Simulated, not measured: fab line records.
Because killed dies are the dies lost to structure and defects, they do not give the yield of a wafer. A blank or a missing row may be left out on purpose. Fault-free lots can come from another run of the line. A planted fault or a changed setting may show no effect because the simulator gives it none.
fab line records    flow n5-finfet
record lots=4  wafers=12  last-day=19
route steps=1938 shown GATE_CUT@465 BEOL_M4@1111
lots that met no fault: from a run of the same line without faults
start-h: hours from the record's first day to the start of the lot's first wafer shown    wait-h: time in hours since the lot's previous step    " same as the row above    L1.1+2: one row covering several wafers at once    - value missing, or start not given    * or withheld: withheld    < > ~ a bound
route shown NAME@n: names a module that has steps shown in the file, with the first one's number in the route    usual: mean/standard deviation taken from wafers without a fault    same: alike in all rows    chamber/n: place in a boat    sites: each site's reading    _std_site: their standard deviation    _edge_site: inner sites' mean taken away from outer sites' mean    radius-mm: for every site, how far away it sits from the centre of the wafer    mask NAME#n: copy n    behind: the tool/chamber that last shaped the wafer    hold: what put the lot on hold/how long, in hours/how the hold closed    device: whichever transistor did not switch (one of n, p or np)    end of line: the same wafers' tests at the end of the route    step lacking rows: just its recipe    killed: the dies lost at the first sort to structure and to defects; this is not the yield of the wafer    map: dies across one wafer; x = killed, . = not, _ = none there
set.NAME: the setting the step ran with; set.NAME@STEP: the setting that earlier step ran with    model.NAME: the simulator's own value behind a step, which no gauge read
a table for each step, a row for each wafer; lots at some steps of the route
services: the hour from which a tool's chamber was out of use, counted from the record's first day as start-h (under 0 if before that day), plus the number of hours and why
## steps
# step N5_GATE_CUT_ETCHBACK_00
# recipe chemistry=SF6/Cl2  target=W  pressure-mtorr=8  icp-w=900  bias-w=80  SF6_flow_sccm=40  Cl2_flow_sccm=60
# step N5_GATE_CUT_ETCH_56
# recipe chemistry=Cl2/Ar  target=TiN  target-depth-a=216  pressure-mtorr=10  icp-w=600  bias-w=60  Cl2_flow_sccm=40  Ar_flow_sccm=60
# step N5_GATE_CUT_ETCHBACK_30
# recipe chemistry=Cl2/Ar  target=TiN  target-depth-a=30  mode=isotropic  pressure-mtorr=10  icp-w=600  bias-w=60  Cl2_flow_sccm=40  Ar_flow_sccm=60
# step N5_GATE_CUT_VAPOR_ETCH_60
# recipe chemistry=BCl3/Cl2  target=HfO2  mode=isotropic
# step N5_GATE_CUT_ETCH_58
# recipe chemistry=CH3F/O2  target=SiNx  target-depth-a=170  time-s=128.6  ion-energy-ev=50  pressure-mtorr=30  source-w=415  bias-w=21  Ar_flow_sccm=150  CH3F_flow_sccm=30  O2_flow_sccm=20
# step N5_GATE_CUT_STRIP_59
# recipe chemistry=N2/H2  time-s=20  power-w=100  temp-c=40  pressure-mtorr=100  rf-frequency-hz=6e+07  bias-power-w=3  n2-flow-sccm=300  h2-flow-sccm=300
# step N5_GATE_CUT_PRECLEAN_31
# recipe temp-c=23  chemistry=DIW  time-s=300
# step N5_GATE_CUT_SRD_32
# recipe time-s=30  temp-c=23  rinse-liquid=diw  dry=ipa-marangoni
# step N5_GATE_CUT_SAC_CAP_01
# recipe material=SiNx  target-thk-a=240  temp-c=400  ald-precursor-family=SiH2I2  ald-co-reactant=N2/H2-plasma  pulse-time-s=1  ald-cycles=480  purge-time-s=2  co-reactant-purge-time-s=2  pressure-torr=2
# step N5_GATE_CUT_PECVD_57
# recipe material=SiNx  target-thk-a=210  temp-c=400  precursor=SiH4/NH3/N2  pressure-torr=1.5  rf-w=300
# step N5_GATE_CUT_CMP_02
# recipe stop-on=SiO2  t-overpolish-s=12.7  post-cmp-clean=alkaline-brush  down-force-psi=2.5  platen-rpm=51.8  pad-velocity-m-s=1.0307  target-thk-nm=0
# step N5_GATE_CUT_HM_DEP_46
# recipe material=SiO2  target-thk-a=1300  temp-c=400  precursor=TEOS/O2  pressure-torr=6.5  rf-w=900  teos-flow-sccm=161.4  gas=O2  flow-sccm=2650  time-s=26.6
# usual heater-power-w=509/54  rf-fwd-power-W=889/4.4  showerhead-plenum-p-Torr=8.34/0.031  throttle-valve-pct=19.0/0.66
lot.wafer  tool      chamber  start-h  wait-h  heater-power-w  rf-fwd-power-W  showerhead-plenum-p-Torr  throttle-valve-pct  model.SiO2_of_GATE_CUT_HM_DEP_46.thk-nm
L807.2     pecvd-03  1        121.06   0.0     596             885             8.36                      18.6                132.6
L807.4     "         0        "        "       451             893             8.36                      18.9                131.8
L807.5     "         2        "        "       464             888             8.32                      19.1                133.8
L817.1     pecvd-03  1        178.23   0.0     605             886             8.36                      18.9                127.6
L817.2     "         2        "        "       513             892             8.36                      19.5                129.2
L817.6     "         1        "        "       593             -               8.34                      19.0                95.6
L818.3     pecvd-03  0        189.50   0.0     517             -               8.35                      18.9                95.4
L818.5     "         1        "        "       570             -               8.35                      18.8                96.8
L818.6     "         2        "        "       508             -               8.33                      19.5                96
L823.1     pecvd-02  0        215.83   0.0     556             896             8.27                      19.8                128.4
L823.4     "         1        "        "       554             880             8.35                      19.8                132.4
L823.5     "         2        "        "       531             893             8.32                      18.3                132.6
# step N5_GATE_CUT_COAT_34
# recipe resist=SOC  temp-c=250  time-s=60  spin-rpm=1500  resist-thk-nm=60
# step N5_GATE_CUT_COAT_35
# recipe resist=SiARC  temp-c=220  time-s=60  spin-rpm=1500  resist-thk-nm=10
# step N5_GATE_CUT_COAT_27
# recipe resist=underlayer  temp-c=205  time-s=60  spin-rpm=1500  resist-thk-nm=10
# step N5_GATE_CUT_COAT_07
# recipe resist=CAR-EUV  spin-rpm=1500  resist-thk-nm=30
# step N5_GATE_CUT_EBR_09
# recipe solvent=PGMEA  ebr-width-mm=1.5
# step N5_GATE_CUT_SOFTBAKE_08
# recipe temp-c=110  time-s=60  resist=CAR-EUV
# step N5_GATE_CUT_EXPOSE_10
# recipe mask-id=GATE_CUT  na=0.33  source-shape=annular  sigma-inner=0.35  sigma-outer=0.8  polarization=unpolarized  target-cd-nm=20  dose-mj=43.25
# step N5_GATE_CUT_PEB_11
# recipe peb-temp-c=100  peb-time-s=60  resist=CAR-EUV
# step N5_GATE_CUT_DEVELOP_12
# recipe develop-time-s=30  developer=TMAH  resist=CAR-EUV  rinse-liquid=surfactant-rinse  dry=air-spin  dev-temp-c=23
# step N5_GATE_CUT_DESCUM_18
# recipe chemistry=O2  time-s=7  source-power-w=50  bias-power-w=20  pressure-mtorr=20  rf-frequency-hz=2.712e+07  temp-c=40  resist=CAR-EUV  o2-flow-sccm=225
# step N5_GATE_CUT_ETCH_28
# recipe chemistry=N2/H2  target=underlayer  target-depth-a=130  mask-material=CAR-EUV  time-s=10.4  ion-energy-ev=200  pressure-mtorr=30  source-w=840  bias-w=150  n2-flow-sccm=200  h2-flow-sccm=200  ends=cleared
# step N5_GATE_CUT_ETCH_36
# recipe chemistry=CF4  target=SiARC  target-depth-a=130  mask-material=CAR-EUV  time-s=21.7  ion-energy-ev=80  pressure-mtorr=40  source-w=545  bias-w=36  Ar_flow_sccm=100  cf4-flow-sccm=100  ends=cleared
# step N5_GATE_CUT_ETCH_37
# recipe chemistry=N2/H2  target=SOC  target-depth-a=600  overetch-a=120  mask-material=SiARC  temp-c=40  time-s=90  ion-energy-ev=200  pressure-mtorr=30  source-w=840  bias-w=150  n2-flow-sccm=200  h2-flow-sccm=200
# step N5_GATE_CUT_STRIP_38
# recipe chemistry=N2/H2  temp-c=40  n2-flow-sccm=200  h2-flow-sccm=200  rf-frequency-hz=6e+07
# step N5_GATE_CUT_STRIP_39
# recipe chemistry=N2/H2  temp-c=40  n2-flow-sccm=200  h2-flow-sccm=200  rf-frequency-hz=6e+07
# step N5_GATE_CUT_HM_OPEN_40
# recipe chemistry=C4F6/O2  target=SiO2  mask-material=SiARC  target-depth-a=1390  time-s=85.1  ion-energy-ev=250  pressure-mtorr=30  source-w=345  bias-w=185  Ar_flow_sccm=300  C4F6_flow_sccm=10  O2_flow_sccm=10  ends=cleared
# usual drypump-motor-current-A=5.7/0.54  etch-rf-on-time-s=94.3/2.3  oes_ar_750_au=0.80/0.075  oes_o_777_au=0.80/0.077  oes-product-au=0.72/0.071  rf-fwd-power-W=342.2/1.4  rf-vpp-V=670/8.3  showerhead-plenum-p-Torr=2.85/0.088  throttle-valve-pct=20.90/0.28
lot.wafer  tool         chamber  start-h  wait-h  drypump-motor-current-A  etch-rf-on-time-s  oes_ar_750_au  oes_o_777_au  oes-product-au  rf-fwd-power-W  rf-hours-counter-h  rf-vpp-V  showerhead-plenum-p-Torr  throttle-valve-pct  model.etch.depth-nm  model.SOC_of_GATE_CUT_COAT_34.thk-nm
L807.2     rie-diel-06  1        121.80   0.0     5.2                      95.6               0.71           0.71          0.62            342.8           249                 654       2.94                      21.52               132.5                32.4
L807.4     "            0        "        "       6.6                      95.9               0.95           0.93          0.87            341.9           13                  663       2.90                      20.28               131.9                32.8
L807.5     "            2        "        "       6.0                      97.5               0.75           0.71          0.68            342.2           -                   677       3.00                      21.01               133.7                33
L817.1     rie-diel-01  3        178.98   0.0     6.2                      93.9               0.88           0.89          0.78            343.8           40                  670       2.77                      20.51               127.6                33.4
L817.2     "            1        "        "       5.8                      94.6               0.74           0.74          0.65            344.2           190                 666       2.73                      21.13               129.1                32.6
L817.6     "            2        "        "       5.8                      71.2               0.79           0.78          0.70            339.1           -                   676       2.98                      20.97               95.59                40.4
L818.3     rie-diel-03  0        190.25   0.0     5.5                      68.9               0.92           0.89          0.83            342.3           17                  682       2.90                      20.79               95.31                40.4
L818.5     "            1        "        "       5.0                      67.2               0.81           0.83          0.75            340.0           -                   672       2.75                      21.15               96.88                39.4
L818.6     "            2        "        "       5.1                      69.0               0.80           0.84          0.72            341.2           -                   659       2.88                      20.92               96.04                39.4
L823.1     rie-diel-01  1        216.45   0.0     5.8                      92.6               0.72           0.74          0.65            340.9           201                 665       2.73                      21.14               128.4                32.8
L823.4     "            0        "        "       6.0                      98.0               0.70           0.72          0.64            339.0           183                 681       2.82                      21.08               132.4                31.8
L823.5     "            0        "        "       6.0                      97.8               0.70           0.71          0.64            340.9           -                   681       2.82                      21.08               132.6                31.6
# step N5_GATE_CUT_STRIP_41
# recipe chemistry=CF4  resist=SiARC  power-w=300  bias-power-w=75  pressure-mtorr=50  cf4-flow-sccm=150  rf-frequency-hz=6e+07
# step N5_GATE_CUT_STRIP_42
# recipe chemistry=O2  power-w=400  temp-c=40  pressure-mtorr=30  rf-frequency-hz=6e+07  bias-power-w=0  overash-fraction=0.3  o2-flow-sccm=225
# step N5_GATE_CUT_ETCH_19
# recipe chemistry=CH3F/O2  target=SiNx  mask-material=SiO2  target-depth-a=537  time-s=76.7  pressure-mtorr=30  source-w=395  bias-w=73  Ar_flow_sccm=150  CH3F_flow_sccm=30  O2_flow_sccm=20  ion-energy-ev=120  ends=cleared
# step N5_GATE_CUT_CUT_ETCH_53
# recipe chemistry=SF6/Cl2  target=W  mask-material=SiO2  target-depth-a=792  pressure-mtorr=8  icp-w=900  bias-w=80  SF6_flow_sccm=40  Cl2_flow_sccm=60  ends=cleared
# step N5_GATE_CUT_CUT_ETCH_54
# recipe chemistry=Cl2/BCl3  target=TiN  mask-material=SiO2  target-depth-a=967  pressure-mtorr=10  icp-w=1000  bias-w=126  Cl2_flow_sccm=53.25  bcl3-flow-sccm=21.75  Ar_flow_sccm=25  ends=cleared
# step N5_GATE_CUT_CUT_ETCH_55
# recipe chemistry=BCl3  target=HfO2  mask-material=SiO2  target-depth-a=32  ion-energy-ev=30  pressure-mtorr=5  icp-w=450  bias-w=18  bcl3-flow-sccm=80
# step N5_GATE_CUT_ETCH_47
# recipe chemistry=Cl2/BCl3  target=SiO2  target-depth-a=100  pressure-mtorr=10  icp-w=1000  bias-w=126  Cl2_flow_sccm=53.25  bcl3-flow-sccm=21.75  Ar_flow_sccm=25
# step N5_GATE_CUT_VAPOR_ETCH_48
# recipe chemistry=BCl3/Cl2  target=TiN  mode=isotropic
# step N5_GATE_CUT_VAPOR_ETCH_49
# recipe chemistry=BCl3/Cl2  target=TiAlC  mode=isotropic
# step N5_GATE_CUT_VAPOR_ETCH_51
# recipe chemistry=BCl3/Cl2  target=HfO2  mode=isotropic
# step N5_GATE_CUT_THK_MEAS_24
# recipe reads=SiO2_of_GATE_CUT_HM_DEP_46+SiO2_flowable_of_ILD0_FCVD_FILL_01
# usual GC_FILL_THK=219.3/2.1
lot.wafer  tool           chamber  start-h  wait-h  GC_FILL_THK[nm]
L807.2     film-metro-01  -        124.27   -       222.6
L807.4     "              -        "        "       222.5
L807.5     "              -        "        "       223.7
L817.1     film-metro-01  -        181.44   -       217.3
L817.2     "              -        "        "       217.8
L817.6     "              -        "        "       184.1
L818.3     film-metro-02  -        193.74   -       185.4
L818.5     "              -        "        "       186.2
L818.6     "              -        "        "       185.8
L823.1     film-metro-01  -        218.91   -       218.1
L823.4     "              -        "        "       221.3
L823.5     "              -        "        "       221.3
# step N5_GATE_CUT_CMP_43
# recipe material=SiO2  post-cmp-clean=rinse-only
# usual motor-current-A=12.3/1.4  slurry-flow-ml-min=150.0/0.44
lot.wafer  tool    chamber  start-h  wait-h  motor-current-A  slurry-flow-ml-min  model.SiO2_of_GATE_CUT_HM_DEP_46.thk-nm
L807.4     cmp-04  3        124.45   0.2     12.3             150.1               5
L807.2     "       0        "        "       10.0             150.6               5.2
L807.5     "       2        "        "       11.8             149.6               5.2
L817.2     cmp-04  2        181.63   0.2     11.4             150.1               5
L817.1     "       3        "        "       12.0             150.4               4.8
L817.6     "       1        "        "       13.4             150.1               3.4
L818.3     cmp-03  0        193.77   0.0     13.9             150.5               3.4
L818.6     "       0        "        "       13.4             150.3               3.4
L818.5     "       1        "        "       10.8             150.0               3.4
L823.4     cmp-04  0        218.94   0.0     9.8              150.4               5.2
L823.1     "       1        "        "       13.8             151.1               5
L823.5     "       0        "        "       10.2             150.2               5.2
# step N5_BEOL_M4_RC_MEAS_101
# usual DIBL_N=36.6/1.9  DIBL_P=36.7/2.2  IOFF_N=0.16/0.035  IOFF_P=0.22/0.038  ION_N=672/14  ION_P=462/8.3  SS_N=71.6/0.65  SS_P=73.5/0.72  VT_N=250/3.5  VT_P=-250/3.1
lot.wafer  tool       chamber  start-h  wait-h  DIBL_N[mV/V]  DIBL_P[mV/V]  IOFF_N[nA/um]  IOFF_P[nA/um]  ION_N[uA/um]  ION_P[uA/um]  SS_N[mV/dec]  SS_P[mV/dec]  VT_N[mV]  VT_P[mV]
L807.2     prober-02  0        226.61   0.2     34.6          34.5          0.13           0.19           665           456           71.6          73.2          252       -251
L807.4     "          0        "        "       37.6          39.3          0.20           0.27           708           481           72.0          75.1          247       -246
L807.5     "          0        "        "       34.7          34.1          0.14           0.18           654           457           71.1          73.0          252       -252
L817.1     prober-01  0        291.00   0.0     35.8          37.3          0.15           0.24           676           466           71.3          74.4          251       -247
L817.2     "          0        "        "       40.0          41.2          0.24           0.32           666           461           72.7          75.3          249       -245
L817.6     "          0        "        "       35.4          37.4          0.15           0.23           662           467           71.4          74.0          252       -247
L818.3     prober-02  0        293.45   0.3     35.8          37.5          0.17           0.23           675           468           71.0          73.6          252       -250
L818.5     "          0        "        "       37.8          39.9          0.21           0.29           677           461           72.5          75.2          246       -245
L818.6     "          0        "        "       37.3          38.7          0.21           0.25           683           468           72.3          74.0          245       -246
L823.1     prober-02  0        319.66   0.0     36.6          36.0          0.16           0.23           682           472           71.7          72.4          248       -246
L823.4     "          0        "        "       36.7          35.6          0.17           0.23           688           464           71.3          73.1          247       -248
L823.5     "          0        "        "       37.7          38.1          0.19           0.28           692           478           71.9          73.1          246       -244
## services
tool         chamber  start-h  hours  kind
rie-diel-01  0        99.20    8.2    repair
rie-diel-03  0        99.56    -      clean
rie-diel-01  1        103.86   16.6   repair
cmp-04       -        112.66   1.5    repair
cmp-03       -        123.06   10.0   repair
pecvd-03     2        135.26   2.1    scheduled-down
rie-diel-03  -        143.10   1.2    repair
rie-diel-06  1        151.90   8.1    repair
pecvd-03     0        159.45   2.1    scheduled-down
rie-diel-01  -        164.46   0.3    repair
rie-diel-06  3        170.12   4.2    repair
cmp-04       -        172.74   4.0    pm
pecvd-02     -        173.23   2.2    repair
cmp-04       -        176.74   -      consumable-replace:conditioner
cmp-04       -        176.74   -      consumable-replace:pad
cmp-04       -        189.57   3.7    pm
pecvd-03     -        193.06   0.3    repair
cmp-03       -        200.62   13.4   pm
pecvd-03     1        201.03   2.1    scheduled-down
pecvd-02     1        202.50   1.8    repair
pecvd-03     2        203.21   -      clean
pecvd-03     2        203.21   -      consumable-replace:showerhead
pecvd-03     2        203.21   29.0   scheduled-down
pecvd-03     2        203.21   29.0   vent-cycle
## key
first-sign step=N5_GATE_CUT_HM_OPEN_40  reading=etch-rf-on-time-s  direction=down  sigmas=11  usual=*  struck=*
effect step=N5_GATE_CUT_THK_MEAS_24  reading=GC_FILL_THK  direction=down  sigmas=16  usual=219.3  struck=185.4
model-effect step=N5_GATE_CUT_HM_DEP_46  value=SiO2_of_GATE_CUT_HM_DEP_46.thk-nm  without=131.4  struck=95.95
model-effect step=N5_GATE_CUT_HM_OPEN_40  value=etch.depth-nm  without=131.4  struck=95.95
model-effect step=N5_GATE_CUT_CMP_43  value=SiO2_of_GATE_CUT_HM_DEP_46.thk-nm  without=5.05  struck=3.4
met-at N5_GATE_CUT_HM_DEP_46
struck-wafers L817.6,L818.3,L818.5,L818.6
onset-between 121.06 178.23
fault kind=process-parameter-drift  tool=pecvd-03  chamber=-  onset-h=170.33  steps=N5_GATE_CUT_HM_DEP_46  channel=time-s  offset=*  shape=step  end-h=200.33  scope=struck-wafers-only  acts-in=*  stated=*
